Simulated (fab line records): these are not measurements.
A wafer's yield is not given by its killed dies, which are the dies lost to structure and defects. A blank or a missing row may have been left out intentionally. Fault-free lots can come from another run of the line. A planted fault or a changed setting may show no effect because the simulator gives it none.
Which tool is to blame? / flow n5Finfet / 24 wafers from 10 lots sampled at 4 of the route's 1938 steps

== WHAT THE GAUGES READ, wafer by wafer ==
N5_MOL_CONTACT_COAG_CD_MEAS_99: the cd target is 17.2 nm.
lot=L885; measured=day 5 20:34; on=cdSem-02; cdNm (nm)=17.4 17.6 17.3
lot=L887; measured=day 6 05:36; on=cdSem-01; cdNm (nm)=17.0 17.3 16.5
lot=L889; measured=day 6 12:55; on=cdSem-02; cdNm (nm)=17.3 16.8 17.1
lot=L890; measured=day 6 17:47; on=cdSem-01; cdNm (nm)=17.3 17.1 17.6
lot=L891; measured=day 7 02:29; on=cdSem-02; cdNm (nm)=17.4 17.4 16.5
lot=L892; measured=day 7 07:13; on=cdSem-01; cdNm (nm)=17.5 17.0 17.5
lot=L893; measured=day 7 14:13; on=cdSem-01; cdNm (nm)=17.2 17.3 16.8
lot=L900; measured=day 9 08:05; on=cdSem-01; cdNm (nm)=16.9
lot=L901; measured=day 9 14:08; on=cdSem-01; cdNm (nm)=16.8
lot=L902; measured=day 9 17:07; on=cdSem-01; cdNm (nm)=16.9

== EACH LOT AND THE TOOL THAT RAN IT (in order: tool; ch and the chambers of the sampled wafers; start) ==
lot=L885; N5_MOL_CONTACT_COAG_ETCH_59=rieDiel-01 ch 1,2, day 5 20:12; N5_MOL_CONTACT_COAG_ETCH_106=rieDiel-01 ch 1,2, day 5 20:15; N5_MOL_CONTACT_COAG_CONTACT_ETCH_14=rieDiel-01 ch 1,2, day 5 20:21
lot=L887; N5_MOL_CONTACT_COAG_ETCH_59=rieDiel-03 ch 0,1,2, day 6 05:14; N5_MOL_CONTACT_COAG_ETCH_106=rieDiel-03 ch 0,1,2, day 6 05:17; N5_MOL_CONTACT_COAG_CONTACT_ETCH_14=rieDiel-03 ch 0,1,2, day 6 05:23
lot=L889; N5_MOL_CONTACT_COAG_ETCH_59=rieDiel-01 ch 0,2, day 6 12:33; N5_MOL_CONTACT_COAG_ETCH_106=rieDiel-01 ch 0,2, day 6 12:36; N5_MOL_CONTACT_COAG_CONTACT_ETCH_14=rieDiel-01 ch 0,2, day 6 12:42
lot=L890; N5_MOL_CONTACT_COAG_ETCH_59=rieDiel-03 ch 1,3, day 6 17:25; N5_MOL_CONTACT_COAG_ETCH_106=rieDiel-03 ch 1,3, day 6 17:28; N5_MOL_CONTACT_COAG_CONTACT_ETCH_14=rieDiel-03 ch 1,3, day 6 17:34
lot=L891; N5_MOL_CONTACT_COAG_ETCH_59=rieDiel-01 ch 0,1, day 7 02:08; N5_MOL_CONTACT_COAG_ETCH_106=rieDiel-01 ch 0,1, day 7 02:11; N5_MOL_CONTACT_COAG_CONTACT_ETCH_14=rieDiel-01 ch 0,1, day 7 02:17
lot=L892; N5_MOL_CONTACT_COAG_ETCH_59=rieDiel-01 ch 0,1,2, day 7 06:50; N5_MOL_CONTACT_COAG_ETCH_106=rieDiel-01 ch 0,1,2, day 7 06:53; N5_MOL_CONTACT_COAG_CONTACT_ETCH_14=rieDiel-01 ch 0,1,2, day 7 06:59
lot=L893; N5_MOL_CONTACT_COAG_ETCH_59=rieDiel-01 ch 0,1, day 7 13:50; N5_MOL_CONTACT_COAG_ETCH_106=rieDiel-01 ch 0,1, day 7 13:53; N5_MOL_CONTACT_COAG_CONTACT_ETCH_14=rieDiel-01 ch 0,1, day 7 13:59
lot=L900; N5_MOL_CONTACT_COAG_ETCH_59=rieDiel-03 ch 2, day 9 07:43; N5_MOL_CONTACT_COAG_ETCH_106=rieDiel-03 ch 2, day 9 07:46; N5_MOL_CONTACT_COAG_CONTACT_ETCH_14=rieDiel-03 ch 2, day 9 07:52
lot=L901; N5_MOL_CONTACT_COAG_ETCH_59=rieDiel-03 ch 2, day 9 13:47; N5_MOL_CONTACT_COAG_ETCH_106=rieDiel-03 ch 2, day 9 13:52; N5_MOL_CONTACT_COAG_CONTACT_ETCH_14=rieDiel-03 ch 2, day 9 13:56
lot=L902; N5_MOL_CONTACT_COAG_ETCH_59=rieDiel-03 ch 2, day 9 16:45; N5_MOL_CONTACT_COAG_ETCH_106=rieDiel-03 ch 2, day 9 16:48; N5_MOL_CONTACT_COAG_CONTACT_ETCH_14=rieDiel-03 ch 2, day 9 16:54
- N5_MOL_CONTACT_COAG_ETCH_59: etches underlayer in N2/H2, target depth 13 nm, time 10.4 s.
- N5_MOL_CONTACT_COAG_ETCH_106: etches SOC in N2/H2, target depth 80 nm, overetch 16 nm, time 120 s.
- N5_MOL_CONTACT_COAG_CONTACT_ETCH_14: etches SiO2 in C4F6/O2, target depth 27.5 nm, overetch 8.5 nm, time 20 s.

== THE ANSWER, worked out from the rows above alone ==
Rule: what is usual is taken from the lots themselves. Put in order of their means at a reading, lots are off if they are a third of the lots or fewer, leave a main group of 4 or more, and stand apart from it by a gap of 3 or more times the standard deviation of the main group's means; of several such gaps the widest counts. A main group whose means are all the same, to the digits that the tables above print for the reading, isn't used. A lot without any number at a reading at which 4 lots or more have one is off too. Any other lot the step has rows for is counted as sound.
No lot is off at any reading shown: from this, nothing can be told.

== WHAT WAS PUT IN BY THE SIMULATOR ==
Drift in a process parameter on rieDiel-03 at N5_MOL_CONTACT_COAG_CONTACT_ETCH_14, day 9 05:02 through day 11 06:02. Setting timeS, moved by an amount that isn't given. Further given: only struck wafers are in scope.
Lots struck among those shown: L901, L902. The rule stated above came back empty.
